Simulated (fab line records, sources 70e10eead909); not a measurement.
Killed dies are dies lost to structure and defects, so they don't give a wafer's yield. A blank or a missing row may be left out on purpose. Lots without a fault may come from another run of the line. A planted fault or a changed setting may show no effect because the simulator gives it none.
fab line records | flow nand_harc
record lots=7 wafers=19 last_day=25
route steps=1159 shown P_GATE@215 P_CONTACT@217 END@1159
lots that met no fault: from a run of the same line without faults
start_h: hours from the record's first day to the start of the lot's first wafer shown | wait_h: hours since the lot's step before | " the same as in the row above | L1.1+2: a row that stands for several wafers | - no value, or no start given | * or withheld: withheld | < > ~ a bound
route shown NAME@n: a module of which the file shows steps, and the number in the route of the first | usual: mean/standard deviation of fault-free wafers | same: alike in all rows | chamber/n: place in a boat | sites: the reading at each site | _std_site: their standard deviation | _edge_site: outer sites' mean less inner sites' | radius_mm: how far each site lies from the wafer's centre | mask NAME#n: copy n | behind: the tool/chamber that last shaped the wafer | hold: why the lot was held/for how many hours/how that ended | device: the transistor (n, p or np) that didn't switch | end of line: the same wafers' tests at the end of the route | a step without rows: its recipe alone | killed: dies lost to structure and defects at the first sort, not the wafer's yield | map: a wafer's dies, x killed, . not, _ none there
set.NAME: the setting as run; set.NAME@STEP: as run at that earlier step | model.NAME: the simulator's own value behind a step, which no gauge read
lots at some steps of the route; a table a step, a row a wafer
services: from which hour (start_h, from the record's first day; less than 0 if before it) a tool's chamber was out of use, for how many hours, and why
## steps
# step NHARC_P_GATE_RTA_82
# recipe temp_c=450 time_s=30
# usual lamp_power_pct=4.02/0.04 wafer_temp_C_max=451.9/0.51
# columns lot.wafer tool chamber start_h wait_h lamp_power_pct wafer_temp_C_max
L400.1 rtp_anneal-01 0 141.69 - 4.06 452.5
L400.2 " 0 " " 4.07 451.8
L401.1 rtp_anneal-01 0 147.20 - 4.06 451.3
L401.2 " 0 " " 4.07 452.4
L403.1 rtp_anneal-01 0 152.83 - 4.07 451.6
L403.4 " 0 " " 4.06 451.6
L403.6 " 0 " " 4.06 452.0
L411.1 rtp_anneal-01 0 202.70 - 4.07 452.1
L411.5 " 0 " " 4.06 452.1
L411.6 " 0 " " 4.06 452.8
L413.2 rtp_anneal-01 0 212.63 - 4.07 451.9
L413.4 " 0 " " 4.06 451.7
L413.6 " 0 " " 4.06 452.3
L414.1 rtp_anneal-02 0 217.89 - 3.98 451.7
L414.2 " 0 " " 3.98 451.2
L414.4 " 0 " " 3.99 451.4
L418.1 rtp_anneal-01 0 256.60 - 4.07 451.8
L418.2 " 0 " " 4.06 451.7
L418.5 " 0 " " 4.07 451.9
# step NHARC_P_GATE_INSPECT_68
# usual raw_defect_count=207/81
# columns lot.wafer tool chamber start_h wait_h raw_defect_count
L400.1 defect_inspect-01 - 141.89 0.2 118
L400.2 " - " " 126
L401.1 defect_inspect-01 - 147.40 0.2 101
L401.2 " - " " 103
L403.1 defect_inspect-02 - 153.02 0.2 183
L403.4 " - " " 273
L403.6 " - " " 152
L411.1 defect_inspect-02 - 202.90 0.2 198
L411.5 " - " " 185
L411.6 " - " " 164
L413.2 defect_inspect-02 - 212.80 0.1 164
L413.4 " - " " 126
L413.6 " - " " 160
L414.1 defect_inspect-02 - 218.09 0.2 388
L414.2 " - " " 213
L414.4 " - " " 292
L418.1 defect_inspect-01 - 256.79 0.2 299
L418.2 " - " " 441
L418.5 " - " " 432
# step NHARC_P_CONTACT_DEP_30
# recipe target_thk_a=300 temp_c=400 target_thk_nm=30 flow_sccm=200 rf_w=450 material=SiNx
# usual heater_power_w=764/98
# columns lot.wafer tool chamber start_h wait_h heater_power_w
L400.1 pecvd-03 1 141.95 0.1 831
L400.2 " 0 " " 832
L401.1 pecvd-02 0 147.46 0.1 866
L401.2 " 1 " " 702
L403.1 pecvd-03 0 153.17 0.1 814
L403.6 " 2 " " 671
L403.4 " 0 " " 823
L411.1 pecvd-03 0 203.25 0.3 871
L411.6 " 2 " " 606
L411.5 " 0 " " 856
L413.2 pecvd-03 0 212.95 0.1 756
L413.4 " 2 " " 686
L413.6 " 0 " " 731
L414.1 pecvd-03 0 218.19 0.1 867
L414.2 " 1 " " 793
L414.4 " 1 " " 777
L418.1 pecvd-03 2 256.86 0.1 601
L418.2 " 1 " " 823
L418.5 " 0 " " 774
# step NHARC_P_CONTACT_DEP_00
# recipe target_thk_a=5000 temp_c=400 pressure_torr=6.5 rf_w=900 teos_flow_sccm=161.4 flow_sccm=2650 target_thk_nm=500 gas=O2 material=SiO2
# usual chamber_pressure_Torr=6.502/0.012 heater_power_w=600/100 throttle_valve_pct=16.0/0.54
# columns lot.wafer tool chamber start_h wait_h chamber_pressure_Torr heater_power_w throttle_valve_pct
L400.1 pecvd-03 1 - - 6.515 533 15.8
L400.2 " 0 " " 6.506 671 16.0
L401.1 pecvd-02 0 - - 6.498 647 15.8
L401.2 " 1 " " 6.515 683 16.3
L403.1 pecvd-03 0 - - 6.492 556 16.3
L403.6 " 2 " " 6.485 518 16.1
L403.4 " 0 " " 6.494 603 16.4
L411.1 pecvd-03 0 - - 6.507 607 16.5
L411.6 " 2 " " 6.515 536 16.0
L411.5 " 0 " " 6.491 654 16.3
L413.2 pecvd-03 0 - - 6.513 555 16.2
L413.4 " 2 " " 6.504 435 16.0
L413.6 " 0 " " 6.495 601 16.3
L414.1 pecvd-03 0 - - 6.514 708 16.5
L414.2 " 1 " " 6.496 670 16.1
L414.4 " 1 " " 6.503 518 16.3
L418.1 pecvd-03 2 - - 6.511 414 16.3
L418.2 " 1 " " 6.487 608 16.4
L418.5 " 0 " " 6.504 635 16.5
# step NHARC_P_CONTACT_CMP_01
# recipe target_thk_nm=200 material=SiO2
# usual motor_current_A=11.8/1.5
# columns lot.wafer tool chamber start_h wait_h motor_current_A
L400.2 cmp-03 1 142.66 - 11.3
L400.1 " 2 " " 10.8
L401.2 cmp-04 3 148.22 - 10.7
L401.1 " 0 " " 12.3
L403.4 cmp-01 2 153.80 - 14.5
L403.1 " 1 " " 9.7
L403.6 " 2 " " 14.9
L411.1 cmp-01 2 203.93 - 14.4
L411.5 " 0 " " 13.5
L411.6 " 1 " " 10.2
L413.2 cmp-01 3 213.64 - 11.8
L413.4 " 0 " " 13.4
L413.6 " 1 " " 10.2
L414.2 cmp-01 0 218.87 - 14.1
L414.1 " 1 " " 10.1
L414.4 " 2 " " 15.4
L418.2 cmp-04 1 257.60 - 10.3
L418.1 " 2 " " 10.4
L418.5 " 0 " " 11.9
# step NHARC_P_CONTACT_SRD_03
# step NHARC_P_CONTACT_DEHYDRATE_04
# recipe temp_c=150 time_s=120
# step NHARC_P_CONTACT_HMDS_05
# recipe time_s=30
# step NHARC_P_CONTACT_COAT_33
# recipe temp_c=260 time_s=75
# step NHARC_P_CONTACT_COAT_34
# recipe temp_c=225 time_s=65
# step NHARC_P_CONTACT_COAT_06
# recipe spin_rpm=1500 resist_thk_nm=90
# step NHARC_P_CONTACT_SOFTBAKE_07
# recipe temp_c=105 time_s=55
# usual heater_power_total_W=188.44/0.13
# columns lot.wafer tool chamber start_h wait_h heater_power_total_W
L400.1 litho_track-01 0 143 - 222.42
L400.2 " 0 " " 188.32
L401.1 litho_track-01 0 148 - 222.48
L401.2 " 0 " " 188.51
L403.1 litho_track-01 0 154 - 222.92
L403.4 " 0 " " 188.37
L403.6 " 0 " " 222.58
L411.1 litho_track-04 0 204 - 188.74
L411.5 " 0 " " 188.36
L411.6 " 0 " " 188.54
L413.2 litho_track-01 0 213 - 188.45
L413.4 " 0 " " 188.41
L413.6 " 0 " " 188.62
L414.1 litho_track-06 0 219 - 188.32
L414.2 " 0 " " 188.46
L414.4 " 0 " " 188.47
L418.1 litho_track-04 0 257 - 188.54
L418.2 " 0 " " 188.38
L418.5 " 0 " " 188.71
# step NHARC_P_CONTACT_EBR_08
# step NHARC_END_SORT_01
# recipe temp_c=25
# usual killed_at_array=27/10 killed_at_other=0.6/0.83 killed_at_periphery=2.4/1.8 killed_dies=30/10 killed_open=3.3/1.7 killed_short=1.8/1.4
# same gross_dies=677
# columns lot.wafer tool chamber start_h wait_h killed_at_array killed_at_other killed_at_periphery killed_dies killed_open killed_short
L401.1 prober-01 0 470.26 2.5 32 0 0 32 2 1
L401.2 prober-01 0 471.06 2.8 33 0 1 34 0 4
L403.1 prober-02 0 485.69 2.5 18 0 3 21 7 2
L403.4 prober-02 0 488.09 3.4 11 2 0 13 2 1
L403.6 prober-02 0 489.69 4.0 13 0 1 14 5 4
# killed by level:class
L401.1 A_CHANNEL_HOLE_D1:chamber_film_flake=15 A_SLIT:chamber_film_flake=9 A_STAIRCASE:chamber_film_flake=3 A_M0:geometric_particle:open=2 A_ONON_D1:geometric_particle:short=1 A_CONTACT:chamber_film_flake=1 A_M1:chamber_film_flake=1
L401.2 A_CHANNEL_HOLE_D1:chamber_film_flake=17 A_SLIT:chamber_film_flake=7 A_CONTACT:chamber_film_flake=3 A_CHANNEL_FILL_D1:geometric_particle:short=2 P_STI:geometric_particle:short=1 A_SLIT:geometric_particle:short=1 A_CHANNEL_FILL_D1:chamber_film_flake=1 A_STAIRCASE:chamber_film_flake=1
L403.1 A_CHANNEL_HOLE_D1:chamber_film_flake=4 A_CONTACT:chamber_film_flake=4 A_CONTACT:geometric_particle:open=2 A_CHANNEL_FILL_D1:chamber_film_flake=2 A_STAIRCASE:chamber_film_flake=2 P_GATE:geometric_particle:open=1 P_CONTACT:geometric_particle:open=1 P_M0:geometric_particle:open=1
L403.4 A_CHANNEL_HOLE_D1:chamber_film_flake=7 THIN_TSV:chamber_film_flake=2 A_ONON_D1:geometric_particle:short=1 A_CONTACT:geometric_particle:open=1 A_M0:geometric_particle:open=1 A_CHANNEL_FILL_D1:chamber_film_flake=1
L403.6 A_M0:geometric_particle:open=2 A_CHANNEL_HOLE_D1:chamber_film_flake=2 A_CHANNEL_FILL_D1:chamber_film_flake=2 P_GATE:geometric_particle:short=1 A_SOURCE_PLATE:geometric_particle:open=1 A_SGD_CUT:geometric_particle:open=1 A_WL_FILL:geometric_particle:short=1 A_CONTACT:geometric_particle:open=1
## services
# columns tool chamber start_h hours kind
pecvd-03 0 124.30 - clean
pecvd-03 1 124.30 - clean
pecvd-03 2 124.30 - clean
cmp-03 - 125.88 1.2 repair
litho_track-04 - 141.00 7.0 pm
pecvd-02 - 153.19 13.0 pm
pecvd-02 0 153.19 13.0 vent_cycle
pecvd-02 1 153.19 13.0 vent_cycle
pecvd-02 2 153.19 13.0 vent_cycle
cmp-03 - 156.00 4.0 pm
pecvd-02 0 166.19 - clean
pecvd-02 1 166.19 - clean
cmp-01 - 179.66 4.0 pm
cmp-01 - 183.66 - consumable_replace:conditioner
cmp-01 - 183.66 - consumable_replace:pad
pecvd-03 0 186.05 7.7 repair
cmp-04 - 203.21 4.0 pm
cmp-03 - 203.62 3.3 repair
cmp-04 - 207.21 - consumable_replace:conditioner
cmp-04 - 207.21 - consumable_replace:pad
cmp-03 - 213.42 2.3 repair
cmp-04 - 217.58 1.5 repair
cmp-01 - 236.92 0.8 repair
cmp-03 - 254.00 4.0 pm
## key
first_sign step=NHARC_P_CONTACT_SOFTBAKE_07 reading=heater_power_total_W direction=up sigmas=99+ usual=* struck=*
effect none on later readings
met_at NHARC_P_CONTACT_SOFTBAKE_07
struck_wafers L400.1,L401.1,L403.1,L403.6
tester_left_out L400,L401,L403
fault kind=process_parameter_drift tool=litho_track-01 chamber=- onset_h=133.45 steps=NHARC_P_CONTACT_SOFTBAKE_07 channel=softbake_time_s offset=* shape=step end_h=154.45 scope=struck_wafers_only acts_in=* stated=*
# tester_left_out: of these lots the tester's yield and bins aren't shown, on N5 and GAA mostly nor the transistor test; their killed dies are dies lost to structure and defects alone, not to doping, threshold or leakage, so they don't give the yield
